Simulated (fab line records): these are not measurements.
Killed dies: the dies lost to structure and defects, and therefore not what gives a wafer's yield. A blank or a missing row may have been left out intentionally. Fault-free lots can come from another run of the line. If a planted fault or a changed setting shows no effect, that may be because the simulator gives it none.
Which tool did it?	flow n5 finfet	66 wafers from 22 lots sampled at 6 of the route's 1938 steps

WHAT THE GAUGES READ, wafer by wafer
N5_BEOL_M0_SAQP_CD_MEAS_14: target cd 42.5 nm. Usual: 42.6 nm for cd nm, sd 0.32.
lot	measured	on	cd nm (nm)	flag
L075	day 5 13:39	cd sem-02	42.3 42.7 43.0	
L074	day 5 17:47	cd sem-01	42.7 42.7 42.3	
L076	day 5 20:30	cd sem-01	43.2 43.1 43.0	
L078	day 6 13:52	cd sem-01	42.8 43.0 42.6	
L079	day 6 20:31	cd sem-03	42.1 41.7 42.3	
L080	day 7 00:42	cd sem-01	42.1 42.7 42.4	
L081	day 7 04:53	cd sem-01	42.3 42.8 42.5	
L082	day 7 11:55	cd sem-02	42.4 42.7 42.3	
L083	day 7 20:08	cd sem-01	42.3 42.7 42.4	
L084	day 7 23:37	cd sem-02	41.8 42.1 42.3	
L085	day 8 10:10	cd sem-02	42.2 42.3 42.1	
L086	day 8 16:28	cd sem-02	42.0 42.6 42.3	
L087	day 8 19:50	cd sem-01	43.0 43.2 42.9	
L089	day 9 03:38	cd sem-02	42.2 42.3 42.2	
L090	day 9 11:37	cd sem-03	42.6 42.0 42.5	
L091	day 9 20:11	cd sem-03	43.2 42.7 42.8	
L092	day 10 03:28	cd sem-01	42.5 42.4 42.6	
L093	day 10 16:58	cd sem-02	43.2 42.9 43.1	
L094	day 10 19:57	cd sem-03	42.3 42.4 42.3	
L095	day 10 21:43	cd sem-01	42.8 42.9 43.0	
L096	day 11 03:27	cd sem-03	43.2 42.9 42.6	
L097	day 11 08:14	cd sem-02	42.7 42.6 42.7	

TOOL THAT RAN EACH LOT (tool first, then ch and the chambers of the sampled wafers, then the start)
lot	N5_MOL_CONTACT_COAG_ETCH_66	N5_MOL_CONTACT_COAG_ETCHBACK_134	N5_MOL_CONTACT_COAG_VIA_ETCH_117	N5_BEOL_M0_SAQP_HM_DEP_02	N5_BEOL_M0_SAQP_PECVD_03
L075	rie diel-02 ch 0,2, day 5 07:29	rie diel-02 ch 0,3, day 5 07:45	rie diel-02 ch 0,3, day 5 07:55	pvd sputter-01, day 5 12:49	pecvd-02 ch 0,1,2, day 5 12:56
L074	rie diel-06 ch 1,2, day 5 08:17	rie diel-02 ch 0,2,3, day 5 08:38	rie diel-02 ch 0,2,3, day 5 08:47	pvd sputter-03, day 5 16:57	pecvd-01 ch 1,2, day 5 17:04
L076	rie diel-06 ch 0,2,3, day 5 13:40	rie diel-02 ch 0,1, day 5 13:56	rie diel-02 ch 0,1, day 5 14:05	pvd sputter-01, day 5 19:41	pecvd-04 ch 0,1, day 5 19:49
L078	rie diel-04 ch 1,2,3, day 6 07:31	rie diel-02 ch 0,1, day 6 07:58	rie diel-02 ch 0,1, day 6 08:07	pvd sputter-02, day 6 13:11	pecvd-04 ch 1,2, day 6 13:18
L079	rie diel-04 ch 0,1, day 6 13:29	rie diel-04 ch 0,3, day 6 13:53	rie diel-04 ch 0,3, day 6 14:03	pvd sputter-01, day 6 19:41	pecvd-02 ch 1,2, day 6 19:49
L080	rie diel-02 ch 0,3, day 6 17:25	rie diel-06 ch 0,2,3, day 6 18:01	rie diel-06 ch 0,2,3, day 6 18:10	pvd sputter-02, day 7 00:01	pecvd-04 ch 0,2, day 7 00:08
L081	rie diel-04 ch 0,1,3, day 6 20:04	rie diel-04 ch 0,2,3, day 6 20:25	rie diel-04 ch 0,2,3, day 6 20:34	pvd sputter-01, day 7 04:04	pecvd-02 ch 0,1,2, day 7 04:13
L082	rie diel-02 ch 0,1,3, day 7 03:20	rie diel-06 ch 1,2, day 7 05:56	rie diel-06 ch 1,2, day 7 06:05	pvd sputter-03, day 7 11:14	pecvd-04 ch 0,2, day 7 11:21
L083	rie diel-04 ch 1,2,3, day 7 13:43	rie diel-04 ch 1,2,3, day 7 14:32	rie diel-04 ch 1,2,3, day 7 14:41	pvd sputter-03, day 7 19:19	pecvd-01 ch 0,1, day 7 19:26
L084	rie diel-06 ch 0,1,3, day 7 17:23	rie diel-02 ch 0,1,3, day 7 17:49	rie diel-02 ch 0,1,3, day 7 17:59	pvd sputter-03, day 7 22:48	pecvd-04 ch 0,1,2, day 7 22:55
L085	rie diel-06 ch 1,2,3, day 8 03:59	rie diel-02 ch 1,2,3, day 8 04:36	rie diel-02 ch 1,2,3, day 8 04:46	pvd sputter-02, day 8 09:20	pecvd-01 ch 0,2, day 8 09:28
L086	rie diel-02 ch 0,1, day 8 08:30	rie diel-06 ch 2,3, day 8 08:46	rie diel-06 ch 2,3, day 8 08:56	pvd sputter-02, day 8 15:43	pecvd-02 ch 0,1, day 8 15:50
L087	rie diel-04 ch 0,3, day 8 11:13	rie diel-06 ch 2,3, day 8 11:34	rie diel-06 ch 2,3, day 8 11:43	pvd sputter-03, day 8 19:00	pecvd-01 ch 1,2, day 8 19:08
L089	rie diel-04 ch 0,2,3, day 8 21:09	rie diel-04 ch 1,2, day 8 21:25	rie diel-04 ch 1,2, day 8 21:34	pvd sputter-02, day 9 02:49	pecvd-02 ch 0,1,2, day 9 02:56
L090	rie diel-04 ch 1,2,3, day 9 05:04	rie diel-06 ch 0,2,3, day 9 05:19	rie diel-06 ch 0,2,3, day 9 05:29	pvd sputter-03, day 9 10:47	pecvd-02 ch 1,2, day 9 10:55
L091	rie diel-06 ch 0,1, day 9 12:50	rie diel-02 ch 0,1, day 9 13:26	rie diel-02 ch 0,1, day 9 13:35	pvd sputter-02, day 9 19:22	pecvd-01 ch 0,1,2, day 9 19:29
L092	rie diel-04 ch 1,3, day 9 21:07	rie diel-02 ch 1,2,3, day 9 21:28	rie diel-02 ch 1,2,3, day 9 21:37	pvd sputter-01, day 10 02:46	pecvd-02 ch 0,1, day 10 02:53
L093	rie diel-06 ch 0,3, day 10 08:46	rie diel-06 ch 1,2, day 10 09:26	rie diel-06 ch 1,2, day 10 09:35	pvd sputter-01, day 10 16:17	pecvd-02 ch 0,1, day 10 16:24
L094	rie diel-04 ch 1,2,3, day 10 10:34	rie diel-06 ch 0,2,3, day 10 10:51	rie diel-06 ch 0,2,3, day 10 11:00	pvd sputter-01, day 10 19:15	pecvd-04 ch 0,1,2, day 10 19:22
L095	rie diel-06 ch 0,1,3, day 10 12:13	rie diel-04 ch 0,1,2, day 10 13:08	rie diel-04 ch 0,1,2, day 10 13:17	pvd sputter-03, day 10 21:02	pecvd-04 ch 0,2, day 10 21:10
L096	rie diel-04 ch 1,2,3, day 10 21:25	rie diel-04 ch 0,2,3, day 10 21:46	rie diel-04 ch 0,2,3, day 10 21:55	pvd sputter-02, day 11 02:38	pecvd-02 ch 0,2, day 11 02:46
L097	rie diel-04 ch 1,2, day 11 00:52	rie diel-06 ch 1,2, day 11 01:15	rie diel-06 ch 1,2, day 11 01:25	pvd sputter-01, day 11 07:25	pecvd-02 ch 0,1,2, day 11 07:32
- N5_MOL_CONTACT_COAG_ETCH_66: etches SiARC in CF4, target depth 13 nm, time 21.7 s.
- N5_MOL_CONTACT_COAG_ETCHBACK_134: etches SiO2 in CHF3, target depth 10 nm, time 6.7 s.
- N5_MOL_CONTACT_COAG_VIA_ETCH_117: etches SiO2 in C4F6/O2, target depth 40 nm, overetch 8 nm, time 26 s.
- N5_BEOL_M0_SAQP_HM_DEP_02: deposits TiN, target thk 12 nm.
- N5_BEOL_M0_SAQP_PECVD_03: deposits SiCN from 3MS/NH3, target thk 12 nm, time 21.1 s.

AS READ BY THE TOOLS THEMSELVES (means over the sampled wafers that have a number; for cases with no such wafer, the mark the record gives instead)
N5_MOL_CONTACT_COAG_ETCH_66. Usual: bias w 36.00 W, standard deviation 0.12; cf4 flow sccm 99.98 sccm, standard deviation 0.3; drypump motor current A 5.6 A, standard deviation 0.49; etch rf on time s 21.5 s, standard deviation 0.39; oes product au 0.69 a.u., standard deviation 0.074; rf vpp V 184.3 V, standard deviation 1.1; showerhead plenum p Torr 2.15 Torr, standard deviation 0.052; throttle valve pct 15.53 %, standard deviation 0.23.
lot	tool	bias w (W)	cf4 flow sccm (sccm)	drypump motor current A (A)	etch rf on time s (s)	oes product au (a.u.)	rf vpp V (V)	showerhead plenum p Torr (Torr)	throttle valve pct (%)	flag
L075	rie diel-02	35.99	99.68	4.9	21.8	0.66	183.8	2.12	15.75	
L074	rie diel-06	36.23	99.95	5.8	21.9	0.71	183.7	2.13	15.59	
L076	rie diel-06	36.06	100.49	5.6	21.9	0.67	184.0	2.12	15.59	
L078	rie diel-04	35.99	99.72	5.4	21.4	0.70	184.3	2.16	15.50	
L079	rie diel-04	36.09	99.99	6.0	21.3	0.71	184.0	2.16	15.31	
L080	rie diel-02	36.12	99.76	5.3	21.8	0.64	183.3	2.11	15.71	
L081	rie diel-04	35.97	99.94	5.8	21.6	0.68	183.9	2.15	15.45	
L082	rie diel-02	35.97	100.19	5.9	21.8	0.72	184.2	2.13	15.52	
L083	rie diel-04	36.05	100.08	5.4	21.5	0.70	184.9	2.15	15.52	
L084	rie diel-06	35.99	100.15	5.4	21.8	0.67	184.6	2.14	15.65	
L085	rie diel-06	35.94	100.01	5.5	21.9	0.70	184.8	2.13	15.61	
L086	rie diel-02	36.13	99.84	5.6	21.5	0.82	184.3	2.22	15.40	
L087	rie diel-04	35.80	99.90	6.0	21.4	0.70	185.0	2.17	15.28	
L089	rie diel-04	35.86	99.92	5.6	21.2	0.72	184.6	2.17	15.35	
L090	rie diel-04	35.92	100.10	5.4	21.3	0.68	184.4	2.15	15.55	
L091	rie diel-06	35.86	100.22	5.6	21.4	0.66	184.2	2.14	15.61	
L092	rie diel-04	36.07	99.86	5.5	21.6	0.63	184.8	2.12	15.69	
L093	rie diel-06	35.88	99.79	5.5	21.5	0.61	183.6	2.12	15.73	
L094	rie diel-04	36.16	99.97	5.4	21.5	0.67	184.0	2.14	15.57	
L095	rie diel-06	36.06	99.89	5.4	21.6	0.65	184.2	2.14	15.68	
L096	rie diel-04	35.95	100.03	5.4	21.2	0.67	183.8	2.14	15.58	
L097	rie diel-04	36.05	99.89	5.2	21.0	0.70	184.5	2.15	15.48	

N5_MOL_CONTACT_COAG_ETCHBACK_134. Usual: bias w 170.0 W, standard deviation 0.51; drypump motor current A 5.6 A, standard deviation 0.55; oes product au 0.82 a.u., standard deviation 0.091; rf vpp V 522 V, standard deviation 5.4; showerhead plenum p Torr 2.39 Torr, standard deviation 0.069; throttle valve pct 18.66 %, standard deviation 0.2.
lot	tool	bias w (W)	drypump motor current A (A)	oes product au (a.u.)	rf vpp V (V)	showerhead plenum p Torr (Torr)	throttle valve pct (%)	flag
L075	rie diel-02	169.6	5.3	0.76	521	2.36	18.81	
L074	rie diel-02	170.1	5.3	0.82	522	2.40	18.73	
L076	rie diel-02	170.3	5.6	0.79	516	2.28	18.82	
L078	rie diel-02	170.1	6.1	0.87	514	2.31	18.65	
L079	rie diel-04	169.7	6.0	0.85	531	2.42	18.41	
L080	rie diel-06	169.7	5.6	0.77	521	2.35	18.73	
L081	rie diel-04	170.3	5.6	0.86	528	2.42	18.47	
L082	rie diel-06	170.0	5.8	0.89	523	2.37	18.64	
L083	rie diel-04	170.1	5.4	0.81	525	2.40	18.67	
L084	rie diel-02	170.5	5.9	0.83	520	2.37	18.65	
L085	rie diel-02	169.8	5.8	0.87	521	2.41	18.59	
L086	rie diel-06	169.6	5.4	0.76	520	2.34	18.81	
L087	rie diel-06	169.6	5.4	0.76	519	2.34	18.81	
L089	rie diel-04	169.8	5.4	0.78	521	2.37	18.69	
L090	rie diel-06	170.6	5.6	0.75	521	2.35	18.77	
L091	rie diel-02	170.1	5.6	0.92	520	2.47	18.59	
L092	rie diel-02	170.7	5.8	0.85	521	2.40	18.61	
L093	rie diel-06	170.4	5.8	0.84	523	2.36	18.68	
L094	rie diel-06	170.0	5.6	0.74	520	2.34	18.79	
L095	rie diel-04	169.8	5.6	0.79	524	2.40	18.54	
L096	rie diel-04	169.8	5.7	0.82	528	2.41	18.53	
L097	rie diel-06	170.0	5.8	0.84	522	2.35	18.70	

N5_MOL_CONTACT_COAG_VIA_ETCH_117. Usual: bias w 455.2 W, standard deviation 1.3; drypump motor current A 5.6 A, standard deviation 0.54; oes product au 0.73 a.u., standard deviation 0.075; rf vpp V 1582 V, standard deviation 15; showerhead plenum p Torr 2.85 Torr, standard deviation 0.081; throttle valve pct 40.99 %, standard deviation 0.22.
lot	tool	bias w (W)	drypump motor current A (A)	oes product au (a.u.)	rf vpp V (V)	showerhead plenum p Torr (Torr)	throttle valve pct (%)	flag
L075	rie diel-02	454.9	5.3	0.69	1577	2.80	41.12	
L074	rie diel-02	454.9	5.3	0.73	1582	2.86	41.05	
L076	rie diel-02	456.2	5.6	0.71	1562	2.73	41.11	
L078	rie diel-02	456.0	6.1	0.78	1561	2.75	40.90	
L079	rie diel-04	454.1	6.0	0.75	1606	2.89	40.82	
L080	rie diel-06	455.9	5.6	0.69	1578	2.81	40.96	
L081	rie diel-04	454.1	5.6	0.76	1599	2.89	40.94	
L082	rie diel-06	455.5	5.8	0.80	1585	2.83	41.04	
L083	rie diel-04	456.6	5.4	0.72	1587	2.86	41.16	
L084	rie diel-02	454.4	5.9	0.74	1576	2.82	40.92	
L085	rie diel-02	453.6	5.8	0.77	1579	2.87	40.84	
L086	rie diel-06	454.7	5.4	0.69	1574	2.80	41.06	
L087	rie diel-06	454.9	5.3	0.69	1574	2.79	41.06	
L089	rie diel-04	455.5	5.4	0.69	1576	2.84	41.21	
L090	rie diel-06	454.9	5.6	0.67	1577	2.80	40.98	
L091	rie diel-02	456.4	5.6	0.82	1579	2.94	40.91	
L092	rie diel-02	454.9	5.9	0.75	1579	2.87	40.85	
L093	rie diel-06	455.4	5.8	0.76	1584	2.81	41.05	
L094	rie diel-06	453.8	5.6	0.67	1576	2.79	40.99	
L095	rie diel-04	454.8	5.7	0.70	1587	2.86	41.02	
L096	rie diel-04	454.7	5.6	0.73	1598	2.88	40.98	
L097	rie diel-06	455.1	5.8	0.75	1584	2.81	41.07	

N5_BEOL_M0_SAQP_HM_DEP_02. Usual: 30.1 % for throttle valve pct, sd 0.41.
lot	tool	throttle valve pct (%)	flag
L075	pvd sputter-01	30.6	
L074	pvd sputter-03	29.8	
L076	pvd sputter-01	30.2	
L078	pvd sputter-02	29.9	
L079	pvd sputter-01	29.9	
L080	pvd sputter-02	30.5	
L081	pvd sputter-01	30.1	
L082	pvd sputter-03	30.3	
L083	pvd sputter-03	30.0	
L084	pvd sputter-03	30.2	
L085	pvd sputter-02	30.4	
L086	pvd sputter-02	29.7	
L087	pvd sputter-03	30.0	
L089	pvd sputter-02	30.4	
L090	pvd sputter-03	30.1	
L091	pvd sputter-02	30.0	
L092	pvd sputter-01	30.4	
L093	pvd sputter-01	30.5	
L094	pvd sputter-01	30.0	
L095	pvd sputter-03	30.1	
L096	pvd sputter-02	30.2	
L097	pvd sputter-01	30.0	

N5_BEOL_M0_SAQP_PECVD_03. Usual: showerhead plenum p Torr 3.667 Torr, standard deviation 0.0097; throttle valve pct 8.9 %, standard deviation 0.32.
lot	tool	showerhead plenum p Torr (Torr)	throttle valve pct (%)	flag
L075	pecvd-02	3.670	9.1	
L074	pecvd-01	3.667	8.6	
L076	pecvd-04	3.667	9.1	
L078	pecvd-04	3.661	8.7	
L079	pecvd-02	3.670	9.1	
L080	pecvd-04	3.668	8.9	
L081	pecvd-02	3.673	8.9	
L082	pecvd-04	3.672	8.9	
L083	pecvd-01	3.667	9.0	
L084	pecvd-04	3.664	9.0	
L085	pecvd-01	3.660	8.5	
L086	pecvd-02	3.667	8.8	
L087	pecvd-01	3.657	8.7	
L089	pecvd-02	3.669	9.0	
L090	pecvd-02	3.672	9.2	
L091	pecvd-01	3.659	8.8	
L092	pecvd-02	3.661	8.8	
L093	pecvd-02	3.673	8.8	
L094	pecvd-04	3.664	8.8	
L095	pecvd-04	3.671	8.8	
L096	pecvd-02	3.675	9.2	
L097	pecvd-02	3.672	9.0	

THE ANSWER, worked out from the rows above alone
Rule: lot off if the mean of its wafers having a number is beyond 3 standard deviations from the usual mean. Also off: a lot with no number at a reading for which 4 or more lots have one. Any other lot the step has rows for is counted as sound. The gauges are gone through in route order, then the tools' own readings, and for those a lot's mean is taken as printed above. At the first step where some lot is off, the reading lying furthest off is the one used; lots without a number count as furthest.
Across all readings shown, no lot is off: no conclusion can be drawn from this.

WHAT HAD BEEN PUT IN BY THE SIMULATOR
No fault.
